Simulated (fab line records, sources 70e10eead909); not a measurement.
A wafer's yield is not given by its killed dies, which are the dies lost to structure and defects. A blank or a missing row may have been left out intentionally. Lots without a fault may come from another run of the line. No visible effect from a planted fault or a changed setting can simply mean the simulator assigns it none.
The tool behind it: which one? / flow nandHarc / 12 lots with 34 wafers sampled at 5 steps, on a route of 1302 steps

== WHAT EACH GAUGE READ, for each wafer ==
NHARC_END_SORT_01. Usual: killedAtArray 54, standard deviation 18; killedAtOther 0.9, standard deviation 1.2; killedAtPeriphery 4.4, standard deviation 2.9; killedDies 59, standard deviation 18; killedOpen 3.2, standard deviation 1.8; killedShort 2.6, standard deviation 1.8.
lot=L193; measured=day 30 16:32; on=prober-02; killedAtArray=67 68; killedAtOther=2 0; killedAtPeriphery=1 1; killedDies=70 69; killedOpen=3 2; killedShort=5 1; flag=

== EACH LOT AND THE TOOL THAT RAN IT (in order: tool; ch and the chambers of the sampled wafers; start) ==
lot=L187; NHARC_A_STAIRCASE_ETCH_452=rieDiel-06 ch 2,3, day 18 10:14 or earlier; NHARC_A_STAIRCASE_STRIP_295=rieDiel-06 ch 2,3, day 18 10:14 or earlier; NHARC_A_STAIRCASE_HM_DEP_462=aclDep-01 ch 0, day 18 10:14; NHARC_A_STAIRCASE_HM_OPEN_463=rieDiel-06 ch 0,1, day 18 13:13
lot=L192; NHARC_A_STAIRCASE_ETCH_452=rieDiel-06 ch 0,3, day 20 20:46 or earlier; NHARC_A_STAIRCASE_STRIP_295=rieDiel-06 ch 1,3, day 20 20:46 or earlier; NHARC_A_STAIRCASE_HM_DEP_462=aclDep-03 ch 0, day 20 20:46; NHARC_A_STAIRCASE_HM_OPEN_463=rieDiel-06 ch 1,3, day 20 23:24
lot=L194; NHARC_A_STAIRCASE_ETCH_452=rieDiel-01 ch 2,3, day 21 18:14 or earlier; NHARC_A_STAIRCASE_STRIP_295=rieDiel-01 ch 1, day 21 18:14 or earlier; NHARC_A_STAIRCASE_HM_DEP_462=aclDep-03 ch 0, day 21 18:14; NHARC_A_STAIRCASE_HM_OPEN_463=rieDiel-06 ch 2,3, day 21 20:40
lot=L193; NHARC_A_STAIRCASE_ETCH_452=rieDiel-10 ch 2,3, day 21 18:46 or earlier; NHARC_A_STAIRCASE_STRIP_295=rieDiel-10 ch 0,1, day 21 18:46 or earlier; NHARC_A_STAIRCASE_HM_DEP_462=aclDep-02 ch 0, day 21 18:46; NHARC_A_STAIRCASE_HM_OPEN_463=rieDiel-06 ch 1,3, day 21 21:50
lot=L196; NHARC_A_STAIRCASE_ETCH_452=rieDiel-10 ch 1,2, day 22 14:02 or earlier; NHARC_A_STAIRCASE_STRIP_295=rieDiel-10 ch 0,1,2, day 22 14:02 or earlier; NHARC_A_STAIRCASE_HM_DEP_462=aclDep-01 ch 0, day 22 14:02; NHARC_A_STAIRCASE_HM_OPEN_463=rieDiel-06 ch 0,2,3, day 22 17:05
lot=L198; NHARC_A_STAIRCASE_ETCH_452=rieDiel-01 ch 0,2, day 22 18:44 or earlier; NHARC_A_STAIRCASE_STRIP_295=rieDiel-01 ch 1,2,3, day 22 18:44 or earlier; NHARC_A_STAIRCASE_HM_DEP_462=aclDep-03 ch 0, day 22 18:44; NHARC_A_STAIRCASE_HM_OPEN_463=rieDiel-10 ch 1,2,3, day 22 21:28
lot=L197; NHARC_A_STAIRCASE_ETCH_452=rieDiel-01 ch 0,2, day 22 20:52 or earlier; NHARC_A_STAIRCASE_STRIP_295=rieDiel-01 ch 1,2,3, day 22 20:52 or earlier; NHARC_A_STAIRCASE_HM_DEP_462=aclDep-02 ch 0, day 22 20:52; NHARC_A_STAIRCASE_HM_OPEN_463=rieDiel-10 ch 0,2, day 23 00:46
lot=L199; NHARC_A_STAIRCASE_ETCH_452=rieDiel-10 ch 0,1,2, day 23 02:41 or earlier; NHARC_A_STAIRCASE_STRIP_295=rieDiel-10 ch 0,1,3, day 23 02:41 or earlier; NHARC_A_STAIRCASE_HM_DEP_462=aclDep-01 ch 0, day 23 02:41; NHARC_A_STAIRCASE_HM_OPEN_463=rieDiel-01 ch 1,2, day 23 04:54
lot=L201; NHARC_A_STAIRCASE_ETCH_452=rieDiel-10 ch 0,2,3, day 23 15:41 or earlier; NHARC_A_STAIRCASE_STRIP_295=rieDiel-10 ch 0,2,3, day 23 15:41 or earlier; NHARC_A_STAIRCASE_HM_DEP_462=aclDep-03 ch 0, day 23 15:41; NHARC_A_STAIRCASE_HM_OPEN_463=rieDiel-10 ch 0,1, day 23 18:46
lot=L205; NHARC_A_STAIRCASE_ETCH_452=rieDiel-01 ch 1,2,3, day 26 10:49 or earlier; NHARC_A_STAIRCASE_STRIP_295=rieDiel-01 ch 0,1,2, day 26 10:49 or earlier; NHARC_A_STAIRCASE_HM_DEP_462=aclDep-01 ch 0, day 26 10:49; NHARC_A_STAIRCASE_HM_OPEN_463=rieDiel-06 ch 0,1,2, day 26 13:53
lot=L206; NHARC_A_STAIRCASE_ETCH_452=rieDiel-10 ch 0,1,2, day 26 17:29 or earlier; NHARC_A_STAIRCASE_STRIP_295=rieDiel-10 ch 0,1,3, day 26 17:29 or earlier; NHARC_A_STAIRCASE_HM_DEP_462=aclDep-01 ch 0, day 26 17:29; NHARC_A_STAIRCASE_HM_OPEN_463=rieDiel-10 ch 0,1,3, day 26 19:53
lot=L207; NHARC_A_STAIRCASE_ETCH_452=rieDiel-06 ch 0,1,2, day 28 04:01 or earlier; NHARC_A_STAIRCASE_STRIP_295=rieDiel-06 ch 0,2, day 28 04:01 or earlier; NHARC_A_STAIRCASE_HM_DEP_462=aclDep-02 ch 0, day 28 04:01; NHARC_A_STAIRCASE_HM_OPEN_463=rieDiel-06 ch 1,2,3, day 28 06:47
- NHARC_A_STAIRCASE_ETCH_452: etches the open film in CF4/O2, target depth 30 nm, overetch 3 nm, time 16.5 s.
- NHARC_A_STAIRCASE_STRIP_295: strips in O2.
- NHARC_A_STAIRCASE_HM_DEP_462: deposits aC, target thk 800 nm.
- NHARC_A_STAIRCASE_HM_OPEN_463: chemistry O2/COS.

== AS READ BY THE TOOLS THEMSELVES (means over the sampled wafers that have a number; for cases with no such wafer, the mark the record gives instead) ==
NHARC_A_STAIRCASE_ETCH_452. Usual: chamberPressureMTorr 29.997 mTorr, standard deviation 0.027; drypumpMotorCurrentA 5.7 A, standard deviation 0.58; oesProductAu 1.001 a.u., standard deviation 0.0093; rfVppV 197.2 V, standard deviation 1.4; showerheadPlenumPTorr 1.30 Torr, standard deviation 0.049; throttleValvePct 13.398 %, standard deviation 0.0097.
lot=L187; tool=rieDiel-06; chamberPressureMTorr (mTorr)=30.004; drypumpMotorCurrentA (A)=5.6; oesProductAu (a.u.)=0.993; rfVppV (V)=196.6; showerheadPlenumPTorr (Torr)=1.29; throttleValvePct (%)=13.407; flag=
lot=L192; tool=rieDiel-06; chamberPressureMTorr (mTorr)=30.006; drypumpMotorCurrentA (A)=6.3; oesProductAu (a.u.)=0.988; rfVppV (V)=197.0; showerheadPlenumPTorr (Torr)=1.30; throttleValvePct (%)=13.397; flag=
lot=L194; tool=rieDiel-01; chamberPressureMTorr (mTorr)=30.006; drypumpMotorCurrentA (A)=5.5; oesProductAu (a.u.)=1.008; rfVppV (V)=197.4; showerheadPlenumPTorr (Torr)=1.31; throttleValvePct (%)=13.391; flag=
lot=L193; tool=rieDiel-10; chamberPressureMTorr (mTorr)=30.004; drypumpMotorCurrentA (A)=5.2; oesProductAu (a.u.)=1.011; rfVppV (V)=199.4; showerheadPlenumPTorr (Torr)=1.34; throttleValvePct (%)=13.389; flag=
lot=L196; tool=rieDiel-10; chamberPressureMTorr (mTorr)=29.993; drypumpMotorCurrentA (A)=5.6; oesProductAu (a.u.)=1.004; rfVppV (V)=196.1; showerheadPlenumPTorr (Torr)=1.26; throttleValvePct (%)=13.392; flag=
lot=L198; tool=rieDiel-01; chamberPressureMTorr (mTorr)=30.012; drypumpMotorCurrentA (A)=5.4; oesProductAu (a.u.)=1.003; rfVppV (V)=198.7; showerheadPlenumPTorr (Torr)=1.33; throttleValvePct (%)=13.392; flag=
lot=L197; tool=rieDiel-01; chamberPressureMTorr (mTorr)=29.984; drypumpMotorCurrentA (A)=5.4; oesProductAu (a.u.)=1.006; rfVppV (V)=198.4; showerheadPlenumPTorr (Torr)=1.33; throttleValvePct (%)=13.390; flag=
lot=L199; tool=rieDiel-10; chamberPressureMTorr (mTorr)=30.002; drypumpMotorCurrentA (A)=5.4; oesProductAu (a.u.)=1.009; rfVppV (V)=196.6; showerheadPlenumPTorr (Torr)=1.27; throttleValvePct (%)=13.403; flag=
lot=L201; tool=rieDiel-10; chamberPressureMTorr (mTorr)=30.011; drypumpMotorCurrentA (A)=5.3; oesProductAu (a.u.)=1.006; rfVppV (V)=196.9; showerheadPlenumPTorr (Torr)=1.32; throttleValvePct (%)=13.397; flag=
lot=L205; tool=rieDiel-01; chamberPressureMTorr (mTorr)=30.011; drypumpMotorCurrentA (A)=5.7; oesProductAu (a.u.)=0.990; rfVppV (V)=196.4; showerheadPlenumPTorr (Torr)=1.29; throttleValvePct (%)=13.404; flag=
lot=L206; tool=rieDiel-10; chamberPressureMTorr (mTorr)=29.985; drypumpMotorCurrentA (A)=5.4; oesProductAu (a.u.)=1.000; rfVppV (V)=195.1; showerheadPlenumPTorr (Torr)=1.26; throttleValvePct (%)=13.393; flag=
lot=L207; tool=rieDiel-06; chamberPressureMTorr (mTorr)=29.973; drypumpMotorCurrentA (A)=6.3; oesProductAu (a.u.)=0.994; rfVppV (V)=197.7; showerheadPlenumPTorr (Torr)=1.29; throttleValvePct (%)=13.406; flag=

NHARC_A_STAIRCASE_STRIP_295. Usual: chamberPressureMTorr 60.00 mTorr, standard deviation 0.054; drypumpMotorCurrentA 5.8 A, standard deviation 0.59; oesProductAu 1.003 a.u., standard deviation 0.0098; rfVppV 57.6 V, standard deviation 0.87; showerheadPlenumPTorr 3.46 Torr, standard deviation 0.13; throttleValvePct 17.037 %, standard deviation 0.0098.
lot=L187; tool=rieDiel-06; chamberPressureMTorr (mTorr)=60.02; drypumpMotorCurrentA (A)=5.6; oesProductAu (a.u.)=0.997; rfVppV (V)=57.9; showerheadPlenumPTorr (Torr)=3.43; throttleValvePct (%)=17.046; flag=
lot=L192; tool=rieDiel-06; chamberPressureMTorr (mTorr)=60.02; drypumpMotorCurrentA (A)=5.9; oesProductAu (a.u.)=0.996; rfVppV (V)=57.6; showerheadPlenumPTorr (Torr)=3.53; throttleValvePct (%)=17.049; flag=
lot=L194; tool=rieDiel-01; chamberPressureMTorr (mTorr)=60.05; drypumpMotorCurrentA (A)=6.3; oesProductAu (a.u.)=1.002; rfVppV (V)=57.6; showerheadPlenumPTorr (Torr)=3.35; throttleValvePct (%)=17.030; flag=
lot=L193; tool=rieDiel-10; chamberPressureMTorr (mTorr)=59.99; drypumpMotorCurrentA (A)=5.6; oesProductAu (a.u.)=1.006; rfVppV (V)=58.6; showerheadPlenumPTorr (Torr)=3.37; throttleValvePct (%)=17.044; flag=
lot=L196; tool=rieDiel-10; chamberPressureMTorr (mTorr)=60.00; drypumpMotorCurrentA (A)=5.4; oesProductAu (a.u.)=1.006; rfVppV (V)=57.5; showerheadPlenumPTorr (Torr)=3.36; throttleValvePct (%)=17.039; flag=
lot=L198; tool=rieDiel-01; chamberPressureMTorr (mTorr)=59.99; drypumpMotorCurrentA (A)=5.8; oesProductAu (a.u.)=1.001; rfVppV (V)=57.2; showerheadPlenumPTorr (Torr)=3.42; throttleValvePct (%)=17.033; flag=
lot=L197; tool=rieDiel-01; chamberPressureMTorr (mTorr)=60.03; drypumpMotorCurrentA (A)=5.8; oesProductAu (a.u.)=1.008; rfVppV (V)=57.5; showerheadPlenumPTorr (Torr)=3.42; throttleValvePct (%)=17.036; flag=
lot=L199; tool=rieDiel-10; chamberPressureMTorr (mTorr)=59.98; drypumpMotorCurrentA (A)=5.5; oesProductAu (a.u.)=1.001; rfVppV (V)=57.3; showerheadPlenumPTorr (Torr)=3.47; throttleValvePct (%)=17.033; flag=
lot=L201; tool=rieDiel-10; chamberPressureMTorr (mTorr)=59.97; drypumpMotorCurrentA (A)=5.3; oesProductAu (a.u.)=1.014; rfVppV (V)=57.6; showerheadPlenumPTorr (Torr)=3.48; throttleValvePct (%)=17.044; flag=
lot=L205; tool=rieDiel-01; chamberPressureMTorr (mTorr)=60.01; drypumpMotorCurrentA (A)=6.0; oesProductAu (a.u.)=0.995; rfVppV (V)=57.9; showerheadPlenumPTorr (Torr)=3.46; throttleValvePct (%)=17.034; flag=
lot=L206; tool=rieDiel-10; chamberPressureMTorr (mTorr)=60.00; drypumpMotorCurrentA (A)=5.6; oesProductAu (a.u.)=1.006; rfVppV (V)=57.5; showerheadPlenumPTorr (Torr)=3.46; throttleValvePct (%)=17.035; flag=
lot=L207; tool=rieDiel-06; chamberPressureMTorr (mTorr)=59.99; drypumpMotorCurrentA (A)=6.2; oesProductAu (a.u.)=1.000; rfVppV (V)=57.4; showerheadPlenumPTorr (Torr)=3.34; throttleValvePct (%)=17.037; flag=

NHARC_A_STAIRCASE_HM_DEP_462. Usual: 35.000 % for throttleValvePct, sd 0.0092.
lot=L187; tool=aclDep-01; throttleValvePct (%)=35.003; flag=
lot=L192; tool=aclDep-03; throttleValvePct (%)=35.004; flag=
lot=L194; tool=aclDep-03; throttleValvePct (%)=35.002; flag=
lot=L193; tool=aclDep-02; throttleValvePct (%)=34.995; flag=
lot=L196; tool=aclDep-01; throttleValvePct (%)=35.000; flag=
lot=L198; tool=aclDep-03; throttleValvePct (%)=35.012; flag=
lot=L197; tool=aclDep-02; throttleValvePct (%)=35.008; flag=
lot=L199; tool=aclDep-01; throttleValvePct (%)=35.001; flag=
lot=L201; tool=aclDep-03; throttleValvePct (%)=35.009; flag=
lot=L205; tool=aclDep-01; throttleValvePct (%)=34.998; flag=
lot=L206; tool=aclDep-01; throttleValvePct (%)=34.998; flag=
lot=L207; tool=aclDep-02; throttleValvePct (%)=34.991; flag=

NHARC_A_STAIRCASE_HM_OPEN_463. Usual: for chamberPressureMTorr, 20.000 mTorr with a standard deviation of 0.018; for cosFlowSccm, 19.99 sccm with a standard deviation of 0.055; for drypumpMotorCurrentA, 5.8 A with a standard deviation of 0.54; for oesProductAu, 1.001 a.u. with a standard deviation of 0.0097; for rfVppV, 465.6 V with a standard deviation of 2.5; for showerheadPlenumPTorr, 3.05 Torr with a standard deviation of 0.11; for throttleValvePct, 28.331 % with a standard deviation of 0.0095.
lot=L187; tool=rieDiel-06; chamberPressureMTorr (mTorr)=19.983; cosFlowSccm (sccm)=20.07; drypumpMotorCurrentA (A)=6.3; oesProductAu (a.u.)=0.997; rfVppV (V)=466.6; showerheadPlenumPTorr (Torr)=3.11; throttleValvePct (%)=28.342; flag=
lot=L192; tool=rieDiel-06; chamberPressureMTorr (mTorr)=20.001; cosFlowSccm (sccm)=19.95; drypumpMotorCurrentA (A)=5.6; oesProductAu (a.u.)=0.996; rfVppV (V)=467.1; showerheadPlenumPTorr (Torr)=3.10; throttleValvePct (%)=28.321; flag=
lot=L194; tool=rieDiel-06; chamberPressureMTorr (mTorr)=20.015; cosFlowSccm (sccm)=20.00; drypumpMotorCurrentA (A)=5.7; oesProductAu (a.u.)=1.156; rfVppV (V)=464.8; showerheadPlenumPTorr (Torr)=3.00; throttleValvePct (%)=28.341; flag=OFF
lot=L193; tool=rieDiel-06; chamberPressureMTorr (mTorr)=19.976; cosFlowSccm (sccm)=20.02; drypumpMotorCurrentA (A)=5.8; oesProductAu (a.u.)=1.164; rfVppV (V)=467.2; showerheadPlenumPTorr (Torr)=3.10; throttleValvePct (%)=28.335; flag=OFF
lot=L196; tool=rieDiel-06; chamberPressureMTorr (mTorr)=20.000; cosFlowSccm (sccm)=19.97; drypumpMotorCurrentA (A)=6.0; oesProductAu (a.u.)=1.102; rfVppV (V)=465.1; showerheadPlenumPTorr (Torr)=3.01; throttleValvePct (%)=28.333; flag=OFF
lot=L198; tool=rieDiel-10; chamberPressureMTorr (mTorr)=20.007; cosFlowSccm (sccm)=19.96; drypumpMotorCurrentA (A)=5.4; oesProductAu (a.u.)=1.004; rfVppV (V)=466.4; showerheadPlenumPTorr (Torr)=3.05; throttleValvePct (%)=28.333; flag=
lot=L197; tool=rieDiel-10; chamberPressureMTorr (mTorr)=20.002; cosFlowSccm (sccm)=20.03; drypumpMotorCurrentA (A)=5.2; oesProductAu (a.u.)=1.009; rfVppV (V)=464.5; showerheadPlenumPTorr (Torr)=2.99; throttleValvePct (%)=28.324; flag=
lot=L199; tool=rieDiel-01; chamberPressureMTorr (mTorr)=19.992; cosFlowSccm (sccm)=19.97; drypumpMotorCurrentA (A)=5.9; oesProductAu (a.u.)=1.003; rfVppV (V)=465.0; showerheadPlenumPTorr (Torr)=2.99; throttleValvePct (%)=28.323; flag=
lot=L201; tool=rieDiel-10; chamberPressureMTorr (mTorr)=20.001; cosFlowSccm (sccm)=20.01; drypumpMotorCurrentA (A)=5.7; oesProductAu (a.u.)=1.006; rfVppV (V)=463.3; showerheadPlenumPTorr (Torr)=2.95; throttleValvePct (%)=28.330; flag=
lot=L205; tool=rieDiel-06; chamberPressureMTorr (mTorr)=19.996; cosFlowSccm (sccm)=20.02; drypumpMotorCurrentA (A)=6.3; oesProductAu (a.u.)=1.000; rfVppV (V)=466.1; showerheadPlenumPTorr (Torr)=3.02; throttleValvePct (%)=28.332; flag=
lot=L206; tool=rieDiel-10; chamberPressureMTorr (mTorr)=19.995; cosFlowSccm (sccm)=20.01; drypumpMotorCurrentA (A)=5.6; oesProductAu (a.u.)=1.005; rfVppV (V)=466.1; showerheadPlenumPTorr (Torr)=3.06; throttleValvePct (%)=28.323; flag=
lot=L207; tool=rieDiel-06; chamberPressureMTorr (mTorr)=19.995; cosFlowSccm (sccm)=19.98; drypumpMotorCurrentA (A)=5.9; oesProductAu (a.u.)=0.981; rfVppV (V)=464.1; showerheadPlenumPTorr (Torr)=3.02; throttleValvePct (%)=28.333; flag=

== THE ANSWER, worked out from the rows above alone ==
Rule: a lot is off if the mean of its wafers that have a number lies more than 3 standard deviations from the usual mean. Also off: a lot with no number at a reading for which 4 or more lots have one. The other lots that the step has rows for count as sound. The gauges are gone through in route order, then the tools' own readings, and for those a lot's mean is taken as printed above. At the first step where some lot is off, the reading lying furthest off is the one used; lots without a number count as furthest.
Off, at NHARC_A_STAIRCASE_HM_OPEN_463 on oesProductAu: L194, L193, L196.
A tool fits if, at that step or a process step before it, it ran every lot that is off, and no sound lot after the first of them. NHARC_A_STAIRCASE_ETCH_452: start missing for some lots; hours and lot order therefore follow NHARC_A_STAIRCASE_HM_DEP_462. NHARC_A_STAIRCASE_STRIP_295: start missing for some lots; hours and lot order therefore follow NHARC_A_STAIRCASE_HM_DEP_462. No candidate that was tried fits.

== WHAT HAD BEEN PUT IN BY THE SIMULATOR ==
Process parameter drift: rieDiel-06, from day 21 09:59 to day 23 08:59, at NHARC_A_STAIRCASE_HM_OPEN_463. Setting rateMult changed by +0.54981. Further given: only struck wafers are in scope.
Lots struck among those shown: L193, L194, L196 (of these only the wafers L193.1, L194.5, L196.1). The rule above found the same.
